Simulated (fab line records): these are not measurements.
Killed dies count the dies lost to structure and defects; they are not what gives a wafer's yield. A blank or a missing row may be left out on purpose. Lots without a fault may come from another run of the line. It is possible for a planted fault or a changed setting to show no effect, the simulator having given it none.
fab line records    flow nand_harc    part 1 of 2: steps 1 to 4 of 6
[record] lots = 24  wafers = 72  last_day = 24
route steps=1159 shown A_M0@1008 A_M1@1037
lots untouched by any fault: they come from a run of this same line in which no faults occurred
start_h: start of the lot's first displayed wafer, in hours after the record's first day    wait_h: hours from the lot's prior step to this one    " same as the row above    L1.1+2: a single row standing in for several wafers    - no value present, or no start provided    * or withheld: withheld    < > ~ a bound
route shown NAME@n: NAME is a module with steps in the file, n the number in the route of the first one    usual: mean/standard deviation taken from wafers without a fault    same: alike in all rows    chamber/n: place in a boat    sites: readings site by site    _std_site: standard deviation across them    _edge_site: inner sites' mean taken away from outer sites' mean    radius_mm: how far each site lies from the wafer's centre    mask NAME#n: copy n    behind: the tool/chamber that last shaped the wafer    hold: reason for holding the lot/hours on hold/outcome of the hold    device: whichever transistor did not switch (one of n, p or np)    end of line: the tests these same wafers got at the end of their route    a step given without rows: its recipe and nothing more    killed: at the first sort, the dies lost to defects and structure; wafer yield is something else    map: shows each die of a wafer: x if killed, . if not, _ if none is there
set.NAME: the setting that was run; set.NAME@STEP: the one run at that earlier step    model.NAME: the simulator's own value behind a step, which no gauge read
route steps across a sampled set of lots; one table per step, one row per wafer
services: when a tool's chamber went out of use (start_h, in hours from the record's first day, below 0 if earlier), for how many hours, and the reason
[[steps]]
[step NHARC_A_M0_ETCH_34]
[recipe] target_depth_a = 400  overetch_a = 120  time_s = 43.94  ion_energy_ev = 200  n2_flow_sccm = 150  h2_flow_sccm = 150  ar_flow_sccm = 0  rf_w = 400  bias_w = 150  chemistry = N2/H2
[usual] drypump_motor_current_A = 5.7/0.41  mfc_ar_sccm = 0.008/0.014  oes_product_au = 1.002/0.0097  rf_vpp_V = 430.0/2.7  showerhead_plenum_p_Torr = 2.02/0.092  throttle_valve_pct = 14.171/0.0091
lot.wafer  tool         chamber  start_h  wait_h  drypump_motor_current_A  mfc_ar_sccm  oes_product_au  rf_hours_counter_h  rf_vpp_V  showerhead_plenum_p_Torr  throttle_valve_pct
L077.4     rie_diel-03  3        405.38   0.1     5.7                      0.044        1.016           0                   427.0     1.98                      14.177
L077.5     "            3        "        "       5.7                      0.044        1.015           -                   428.1     1.98                      14.160
L077.6     "            0        "        "       5.4                      0            0.985           -                   432.6     2.06                      14.176
L074.1     rie_diel-05  1        412.19   0.1     5.6                      0            1.003           5                   430.2     2.00                      14.168
L074.2     "            3        "        "       6.4                      0.006        0.997           4                   427.4     1.90                      14.162
L074.4     "            3        "        "       6.4                      0.006        0.984           -                   426.0     1.90                      14.179
L075.1     rie_diel-03  1        412.65   0.1     5.9                      0            1.006           0                   425.6     1.91                      14.183
L075.4     "            2        "        "       5.0                      0.007        0.982           -                   426.8     1.90                      14.176
L075.6     "            0        "        "       5.3                      0            0.993           -                   431.5     2.06                      14.171
L079.3     rie_diel-10  2        413.06   0.1     5.9                      0.001        1.012           3                   431.4     2.06                      14.190
L079.4     "            0        "        "       5.4                      0            1.018           4                   428.8     2.02                      14.176
L079.5     "            3        "        "       6.3                      0            1.006           -                   429.7     2.03                      14.175
L076.1     rie_diel-03  1        413.94   0.1     5.9                      0            1.019           0                   426.3     1.91                      14.162
L076.6     "            0        "        "       5.3                      0            1.000           -                   431.0     2.06                      14.164
L076.4     "            1        "        "       5.9                      0            1.017           -                   426.7     1.91                      14.178
L078.2     rie_diel-05  0        414.23   0.1     5.5                      0.036        0.999           5                   433.6     2.16                      14.158
L078.4     "            0        "        "       5.5                      0.036        1.014           -                   433.2     2.16                      14.171
L078.6     "            3        "        "       6.4                      0.006        0.995           -                   427.4     1.90                      14.163
L080.3     rie_diel-05  0        428.03   0.1     5.5                      0.036        1.013           6                   434.8     2.16                      14.154
L080.4     "            2        "        "       5.8                      0.001        1.006           4                   428.4     1.95                      14.158
L080.6     "            0        "        "       5.5                      0.036        1.011           -                   433.6     2.16                      14.157
L081.4     rie_diel-10  3        436.91   0.1     6.3                      0            0.994           5                   430.8     2.03                      14.167
L081.1     "            1        "        "       5.1                      0            1.002           5                   433.7     2.17                      14.178
L081.5     "            2        "        "       5.9                      0.001        1.007           -                   431.4     2.06                      14.176
L083.4     rie_diel-05  0        437.74   0.1     5.5                      0.036        1.002           6                   434.4     2.16                      14.176
L083.3     "            3        "        "       6.4                      0.006        0.997           6                   425.2     1.90                      14.166
L083.5     "            1        "        "       5.6                      0            1.010           -                   428.5     2.00                      14.187
L082.1     rie_diel-10  1        439.21   0.1     5.1                      0            0.999           5                   433.7     2.17                      14.181
L082.5     "            2        "        "       5.9                      0.001        1.004           -                   431.8     2.06                      14.177
L082.6     "            3        "        "       6.3                      0            0.994           -                   429.8     2.03                      14.179
L085.2     rie_diel-10  2        455.00   0.1     5.9                      0.001        1.000           5                   430.9     2.06                      14.178
L085.4     "            0        "        "       5.4                      0            1.027           7                   428.8     2.02                      14.172
L085.6     "            1        "        "       5.2                      0            0.997           -                   433.7     2.17                      14.165
L084.1     rie_diel-05  0        455.67   0.1     5.5                      0.036        1.012           8                   433.6     2.16                      14.161
L084.4     "            1        "        "       5.7                      0            1.007           8                   430.1     2.00                      14.170
L084.5     "            2        "        "       5.8                      0.001        1.005           -                   426.7     1.95                      14.167
L087.2     rie_diel-05  2        464.54   0.1     5.8                      0.001        1.006           7                   428.7     1.95                      14.159
L087.5     "            3        "        "       6.5                      0.006        1.001           -                   425.4     1.90                      14.165
L087.6     "            0        "        "       5.5                      0.036        1.007           -                   433.9     2.16                      14.167
L086.2     rie_diel-05  3        469.93   0.1     6.5                      0.006        1.003           8                   427.2     1.90                      14.185
L086.5     "            3        "        "       6.4                      0.006        1.004           -                   426.5     1.90                      14.180
L086.6     "            0        "        "       5.5                      0.036        1.007           -                   434.3     2.16                      14.182
L090.1     rie_diel-05  2        485.97   0.1     5.8                      0.001        0.994           9                   429.2     1.95                      14.170
L090.2     "            3        "        "       6.4                      0.006        1.005           10                  426.1     1.90                      14.178
L090.5     "            2        "        "       5.8                      0.001        1.000           -                   426.5     1.94                      14.172
L089.1     rie_diel-05  0        488.55   0.1     5.5                      0.036        1.012           11                  434.3     2.16                      14.160
L089.4     "            3        "        "       6.4                      0.006        1.001           11                  426.2     1.90                      14.153
L089.5     "            0        "        "       5.5                      0.036        1.005           -                   434.2     2.15                      14.193
L088.2     rie_diel-05  3        495.24   0.1     6.5                      0.006        1.006           11                  427.4     1.90                      14.176
L088.4     "            1        "        "       5.6                      0            1.006           10                  429.3     2.00                      14.169
L088.5     "            3        "        "       6.5                      0.006        1.001           -                   425.5     1.90                      14.185
L091.3     rie_diel-05  0        500.13   0.1     5.5                      0.036        1.006           11                  434.2     2.15                      14.177
L091.4     "            1        "        "       5.7                      0            1.000           10                  429.1     2.00                      14.172
L091.5     "            1        "        "       5.6                      0            0.993           -                   428.4     2.00                      14.152
L093.3     rie_diel-03  1        506.26   0.1     5.9                      0            1.002           6                   427.7     1.90                      14.160
L093.5     "            2        "        "       5.0                      0.007        0.992           -                   426.3     1.90                      14.169
L093.6     "            3        "        "       5.7                      0.044        1.012           -                   428.7     1.98                      14.176
L092.3     rie_diel-10  2        507.59   0.1     5.9                      0.001        0.995           9                   429.8     2.05                      14.179
L092.4     "            3        "        "       6.3                      0            0.998           11                  430.3     2.03                      14.168
L092.6     "            1        "        "       5.2                      0            1.009           -                   434.1     2.17                      14.165
L094.3     rie_diel-10  1        523.30   0.1     5.2                      0            0.986           10                  433.4     2.17                      14.175
L094.2     "            2        "        "       5.9                      0.001        0.996           10                  430.7     2.05                      14.179
L094.4     "            1        "        "       5.1                      0            0.998           -                   433.8     2.17                      14.183
L096.3     rie_diel-10  0        523.93   0.1     5.4                      0            1.012           11                  430.2     2.01                      14.167
L096.4     "            0        "        "       5.4                      0            1.012           -                   431.2     2.01                      14.163
L096.5     "            1        "        "       5.1                      0            1.004           -                   433.9     2.17                      14.168
L095.3     rie_diel-03  3        526.18   0.1     5.7                      0.044        1.023           9                   428.6     1.98                      14.173
L095.4     "            1        "        "       5.9                      0            1.023           8                   426.6     1.90                      14.165
L095.6     "            0        "        "       5.3                      0            1.000           -                   430.9     2.06                      14.181
L097.3     rie_diel-10  1        529.13   0.1     5.1                      0            1.005           11                  434.1     2.17                      14.182
L097.5     "            2        "        "       5.9                      0.001        1.005           -                   431.2     2.05                      14.178
L097.6     "            3        "        "       6.3                      0            0.985           -                   430.4     2.03                      14.148
[step NHARC_A_M0_STRIP_18]
[recipe] power_w = 1000  n2_flow_sccm = 150  h2_flow_sccm = 150  ar_flow_sccm = 0  bias_w = 0  chemistry = N2/H2
[usual] drypump_motor_current_A = 5.6/0.42  mfc_ar_sccm = 0.006/0.012  oes_product_au = 1.003/0.01  rf_vpp_V = 90.5/0.95  showerhead_plenum_p_Torr = 2.01/0.091  throttle_valve_pct = 14.171/0.0091
lot.wafer  tool         chamber  start_h  wait_h  drypump_motor_current_A  mfc_ar_sccm  oes_product_au  rf_hours_counter_h  rf_vpp_V  showerhead_plenum_p_Torr  throttle_valve_pct
L077.4     rie_diel-10  2        405.75   0.1     5.8                      0.001        1.012           2                   92.7      2.06                      14.162
L077.6     "            3        "        "       6.3                      0            0.994           -                   91.3      2.04                      14.171
L077.5     "            0        "        "       5.4                      0            1.009           -                   90.4      2.02                      14.170
L074.1     rie_diel-10  0        412.50   0.1     5.4                      0            1.014           4                   90.5      2.02                      14.165
L074.2     "            1        "        "       5.1                      0            1.005           3                   91.6      2.17                      14.162
L074.4     "            3        "        "       6.3                      0            1.004           3                   89.6      2.04                      14.191
L075.1     rie_diel-05  3        412.96   0.1     6.5                      0.006        1.002           4                   89.2      1.90                      14.172
L075.6     "            3        "        "       6.4                      0.006        1.000           -                   90.3      1.90                      14.179
L075.4     "            0        "        "       5.5                      0.036        1.015           -                   89.8      2.16                      14.167
L079.3     rie_diel-03  2        413.39   0.1     5.0                      0.007        0.996           0                   89.4      1.90                      14.178
L079.5     "            1        "        "       5.9                      0            1.010           -                   88.9      1.91                      14.177
L079.4     "            2        "        "       5.0                      0.007        0.990           -                   88.5      1.90                      14.164
L076.1     rie_diel-03  0        414.24   0.1     5.3                      0            0.997           0                   91.4      2.06                      14.174
L076.4     "            0        "        "       5.3                      0            1.000           -                   90.9      2.06                      14.179
L076.6     "            1        "        "       5.9                      0            1.018           -                   89.7      1.91                      14.175
L078.2     rie_diel-03  0        414.79   0.1     5.3                      0            0.996           0                   89.4      2.06                      14.161
L078.6     "            1        "        "       5.9                      0            1.015           -                   90.7      1.91                      14.172
L078.4     "            0        "        "       5.4                      0            0.997           -                   89.7      2.06                      14.169
L080.3     rie_diel-03  1        428.32   0.1     5.9                      0            1.014           1                   89.7      1.91                      14.176
L080.4     "            3        "        "       5.7                      0.044        1.025           1                   90.5      1.98                      14.162
L080.6     "            2        "        "       5.0                      0.007        0.985           -                   90.5      1.90                      14.168
L081.4     rie_diel-10  2        437.24   0.1     5.9                      0.001        1.011           4                   90.4      2.06                      14.179
L081.1     "            3        "        "       6.3                      0            0.994           5                   89.7      2.03                      14.172
L081.5     "            1        "        "       5.1                      0            1.008           -                   89.9      2.17                      14.182
L083.4     rie_diel-03  3        438.04   0.1     5.7                      0.044        1.028           2                   90.6      1.98                      14.174
L083.3     "            0        "        "       5.3                      0            1.000           2                   90.8      2.06                      14.173
L083.5     "            0        "        "       5.3                      0            0.997           -                   90.4      2.06                      14.171
L082.1     rie_diel-05  3        439.56   0.1     6.4                      0.006        1.000           7                   90.2      1.90                      14.173
L082.6     "            0        "        "       5.5                      0.036        1.003           -                   90.6      2.16                      14.162
L082.5     "            1        "        "       5.6                      0            1.000           -                   90.7      2.00                      14.162
L085.4     rie_diel-03  1        455.28   0.1     5.9                      0            1.013           4                   91.0      1.90                      14.179
L085.2     "            3        "        "       5.7                      0.044        1.015           3                   90.6      1.98                      14.162
L085.6     "            2        "        "       5.0                      0.007        0.985           -                   91.3      1.90                      14.178
L084.1     rie_diel-10  0        455.95   0.1     5.4                      0            0.997           7                   90.5      2.02                      14.169
L084.4     "            2        "        "       5.9                      0.001        0.999           5                   91.6      2.06                      14.165
L084.5     "            1        "        "       5.1                      0            0.993           -                   89.0      2.17                      14.173
L087.2     rie_diel-05  1        464.86   0.1     5.6                      0            1.001           8                   91.3      2.00                      14.172
L087.6     "            3        "        "       6.4                      0.006        1.004           -                   88.2      1.90                      14.167
L087.5     "            0        "        "       5.5                      0.036        1.021           -                   91.3      2.16                      14.178
L086.2     rie_diel-03  3        470.27   0.1     5.7                      0.044        1.010           4                   88.5      1.98                      14.170
L086.6     "            1        "        "       5.9                      0            1.014           -                   88.6      1.90                      14.160
L086.5     "            2        "        "       5.0                      0.007        0.985           -                   90.4      1.90                      14.166
L090.1     rie_diel-10  3        486.28   0.1     6.3                      0            0.989           8                   89.7      2.03                      14.165
L090.2     "            1        "        "       5.2                      0            0.998           8                   90.4      2.17                      14.182
L090.5     "            3        "        "       6.3                      0            0.988           -                   90.8      2.03                      14.186
L089.1     rie_diel-10  3        488.84   0.1     6.3                      0            0.995           8                   91.9      2.03                      14.171
L089.4     "            1        "        "       5.1                      0            0.996           8                   90.4      2.17                      14.175
L089.5     "            3        "        "       6.2                      0            0.992           -                   90.7      2.03                      14.174
L088.2     rie_diel-10  1        495.55   0.1     5.1                      0            1.016           9                   89.8      2.17                      14.185
L088.4     "            3        "        "       6.3                      0            0.999           10                  90.6      2.03                      14.183
L088.5     "            1        "        "       5.2                      0            0.997           -                   92.1      2.17                      14.166
L091.3     rie_diel-03  2        500.42   0.1     5.0                      0.007        0.984           7                   90.4      1.90                      14.160
L091.4     "            3        "        "       5.7                      0.044        1.018           7                   90.1      1.98                      14.169
L091.5     "            2        "        "       5.0                      0.007        0.999           -                   89.9      1.90                      14.164
L093.3     rie_diel-05  0        506.58   0.1     5.5                      0.036        1.004           11                  91.7      2.15                      14.168
L093.5     "            2        "        "       5.8                      0.001        1.002           -                   89.7      1.94                      14.172
L093.6     "            3        "        "       6.4                      0.006        1.004           -                   89.5      1.90                      14.164
L092.4     rie_diel-03  0        507.88   0.1     5.3                      0            0.987           7                   91.9      2.06                      14.181
L092.3     "            1        "        "       5.9                      0            0.999           6                   90.6      1.90                      14.176
L092.6     "            1        "        "       5.9                      0            1.001           -                   90.1      1.90                      14.176
L094.2     rie_diel-10  2        523.62   0.1     5.8                      0.001        1.012           10                  91.4      2.05                      14.147
L094.3     "            0        "        "       5.4                      0            1.023           11                  90.3      2.01                      14.169
L094.4     "            1        "        "       5.1                      0            1.000           -                   90.6      2.17                      14.178
L096.3     rie_diel-10  0        524.31   0.1     5.4                      0            1.013           11                  91.0      2.01                      14.160
L096.5     "            1        "        "       5.1                      0            1.003           -                   92.9      2.17                      14.183
L096.4     "            2        "        "       5.9                      0.001        1.001           -                   90.9      2.05                      14.165
L095.3     rie_diel-10  1        526.53   0.1     5.2                      0            0.990           11                  90.6      2.17                      14.150
L095.6     "            2        "        "       5.9                      0.001        1.005           -                   90.8      2.05                      14.158
L095.4     "            1        "        "       5.1                      0            0.994           -                   90.7      2.17                      14.170
L097.3     rie_diel-05  1        529.41   0.1     5.6                      0            0.997           0                   90.9      2.00                      14.162
L097.5     "            1        "        "       5.6                      0            0.998           -                   90.8      2.00                      14.173
L097.6     "            2        "        "       5.9                      0.001        0.991           -                   89.6      1.94                      14.185
[step NHARC_A_M0_PVD_21]
[recipe] target_thk_a = 300  chamber_pressure_pa = 5  power_w = 5000  substrate_temp_c = 30  time_s = 20.49  material = Cu
[usual] throttle_valve_pct = 30.3/1.6
lot.wafer  tool            chamber  start_h  wait_h  throttle_valve_pct
L077.4     pvd_sputter-01  -        -        -       29.0
L077.5     "               -        "        "       27.4
L077.6     "               -        "        "       29.4
L074.1     pvd_sputter-02  -        -        -       30.3
L074.2     "               -        "        "       30.8
L074.4     "               -        "        "       31.9
L075.1     pvd_sputter-03  -        -        -       29.8
L075.4     "               -        "        "       30.4
L075.6     "               -        "        "       29.7
L079.4     pvd_sputter-01  -        -        -       29.4
L079.3     "               -        "        "       31.2
L079.5     "               -        "        "       29.2
L076.1     pvd_sputter-03  -        -        -       30.0
L076.4     "               -        "        "       34.5
L076.6     "               -        "        "       29.9
L078.2     pvd_sputter-03  -        -        -       28.5
L078.4     "               -        "        "       34.3
L078.6     "               -        "        "       28.8
L080.4     pvd_sputter-02  -        -        -       30.5
L080.3     "               -        "        "       30.8
L080.6     "               -        "        "       30.3
L081.4     pvd_sputter-03  -        -        -       34.6
L081.1     "               -        "        "       28.7
L081.5     "               -        "        "       29.7
L083.4     pvd_sputter-02  -        -        -       30.3
L083.3     "               -        "        "       30.7
L083.5     "               -        "        "       30.4
L082.1     pvd_sputter-01  -        -        -       29.2
L082.6     "               -        "        "       31.4
L082.5     "               -        "        "       29.4
L085.4     pvd_sputter-02  -        -        -       30.5
L085.2     "               -        "        "       31.8
L085.6     "               -        "        "       30.4
L084.4     pvd_sputter-03  -        -        -       30.7
L084.1     "               -        "        "       29.5
L084.5     "               -        "        "       28.4
L087.2     pvd_sputter-01  -        -        -       29.3
L087.5     "               -        "        "       31.2
L087.6     "               -        "        "       29.2
L086.2     pvd_sputter-02  -        -        -       31.0
L086.5     "               -        "        "       31.6
L086.6     "               -        "        "       30.1
L090.1     pvd_sputter-03  -        -        -       28.6
L090.2     "               -        "        "       29.8
L090.5     "               -        "        "       29.9
L089.4     pvd_sputter-02  -        -        -       30.3
L089.1     "               -        "        "       30.0
L089.5     "               -        "        "       30.4
L088.4     pvd_sputter-03  -        -        -       28.5
L088.2     "               -        "        "       29.6
L088.5     "               -        "        "       33.4
L091.3     pvd_sputter-01  -        -        -       29.3
L091.4     "               -        "        "       29.4
L091.5     "               -        "        "       29.3
L093.3     pvd_sputter-01  -        -        -       27.5
L093.6     "               -        "        "       31.4
L093.5     "               -        "        "       29.1
L092.3     pvd_sputter-02  -        -        -       30.9
L092.4     "               -        "        "       30.5
L092.6     "               -        "        "       30.6
L094.4     pvd_sputter-03  -        -        -       33.7
L094.3     "               -        "        "       28.7
L094.2     "               -        "        "       30.0
L096.4     pvd_sputter-01  -        -        -       29.3
L096.3     "               -        "        "       26.9
L096.5     "               -        "        "       32.2
L095.3     pvd_sputter-01  -        -        -       31.8
L095.4     "               -        "        "       29.1
L095.6     "               -        "        "       29.6
L097.3     pvd_sputter-02  -        -        -       30.1
L097.5     "               -        "        "       31.6
L097.6     "               -        "        "       30.3
[step NHARC_A_M1_OVL_MEAS_10]
[recipe] pitch_nm = 240
[usual] overlay_x_nm = -0.2/0.84  overlay_y_nm = 0.1/1.2
lot.wafer  tool        chamber  start_h  wait_h  overlay_x_nm  overlay_y_nm
L077.4     overlay-02  -        409.28   -       -0.2          0.6
L077.5     "           -        "        "       -0.6          0.2
L077.6     "           -        "        "       -1.0          -0.1
L074.1     overlay-02  -        416.13   -       -1.6          0.6
L074.2     "           -        "        "       -1.1          0.1
L074.4     "           -        "        "       -1.3          -0.2
L075.1     overlay-01  -        416.83   -       -0.6          -0.1
L075.4     "           -        "        "       -1.1          0.0
L075.6     "           -        "        "       -0.7          0.1
L079.3     overlay-02  -        417.02   -       0.4           -3.3
L079.4     "           -        "        "       0.1           -2.8
L079.5     "           -        "        "       0.6           -3.1
L076.1     overlay-01  -        417.76   -       -0.4          1.0
L076.4     "           -        "        "       -0.6          1.0
L076.6     "           -        "        "       -0.8          0.4
L078.2     overlay-01  -        418.40   -       0.3           0.0
L078.4     "           -        "        "       0.1           0.3
L078.6     "           -        "        "       -0.2          0.5
L080.3     overlay-01  -        432.01   -       -1.3          0.7
L080.4     "           -        "        "       -1.3          0.6
L080.6     "           -        "        "       -1.4          0.7
L081.1     overlay-01  -        440.83   -       0.0           1.3
L081.4     "           -        "        "       -0.7          0.5
L081.5     "           -        "        "       0.1           0.5
L083.3     overlay-01  -        442.02   -       0.8           -1.1
L083.4     "           -        "        "       0.6           -0.4
L083.5     "           -        "        "       0.8           -0.4
L082.1     overlay-01  -        443.08   -       -2.3          -2.8
L082.5     "           -        "        "       -1.3          -2.9
L082.6     "           -        "        "       -1.7          -2.1
L085.2     overlay-01  -        458.77   -       -0.2          0.7
L085.4     "           -        "        "       -0.8          0.5
L085.6     "           -        "        "       0.2           -0.2
L084.1     overlay-01  -        459.55   -       -0.2          0.5
L084.4     "           -        "        "       -0.6          0.2
L084.5     "           -        "        "       -0.3          -0.5
L087.2     overlay-01  -        468.58   -       1.3           0.7
L087.5     "           -        "        "       1.5           0.8
L087.6     "           -        "        "       1.4           -0.1
L086.2     overlay-01  -        473.76   -       0.7           2.5
L086.5     "           -        "        "       0.3           2.5
L086.6     "           -        "        "       0.7           2.3
L090.1     overlay-01  -        489.76   -       1.1           -1.5
L090.2     "           -        "        "       0.8           -1.9
L090.5     "           -        "        "       0.1           -1.7
L089.1     overlay-01  -        492.47   -       0.1           0.9
L089.4     "           -        "        "       0.3           0.9
L089.5     "           -        "        "       0.4           1.4
L088.2     overlay-01  -        499.10   -       -0.9          -0.5
L088.4     "           -        "        "       -1.4          -1.0
L088.5     "           -        "        "       -1.0          -0.4
L091.3     overlay-01  -        504.25   -       0.5           0.2
L091.4     "           -        "        "       0.8           -0.1
L091.5     "           -        "        "       0.4           0.1
L093.3     overlay-02  -        510.49   -       -0.8          -0.3
L093.5     "           -        "        "       -0.8          0.6
L093.6     "           -        "        "       -1.1          0.4
L092.3     overlay-01  -        511.45   -       -1.6          1.1
L092.4     "           -        "        "       -0.9          0.9
L092.6     "           -        "        "       -1.1          0.5
L094.2     overlay-02  -        527.29   -       0.8           0.4
L094.3     "           -        "        "       1.3           0.3
L094.4     "           -        "        "       0.1           0.8
L096.3     overlay-02  -        527.88   -       -0.1          -0.6
L096.4     "           -        "        "       0.4           -0.1
L096.5     "           -        "        "       0.8           0.1
L095.3     overlay-01  -        530.12   -       -0.6          0.8
L095.4     "           -        "        "       -0.1          1.0
L095.6     "           -        "        "       -0.5          1.4
L097.3     overlay-01  -        533.01   -       0.3           1.4
L097.5     "           -        "        "       -0.1          1.4
L097.6     "           -        "        "       0.2           1.1
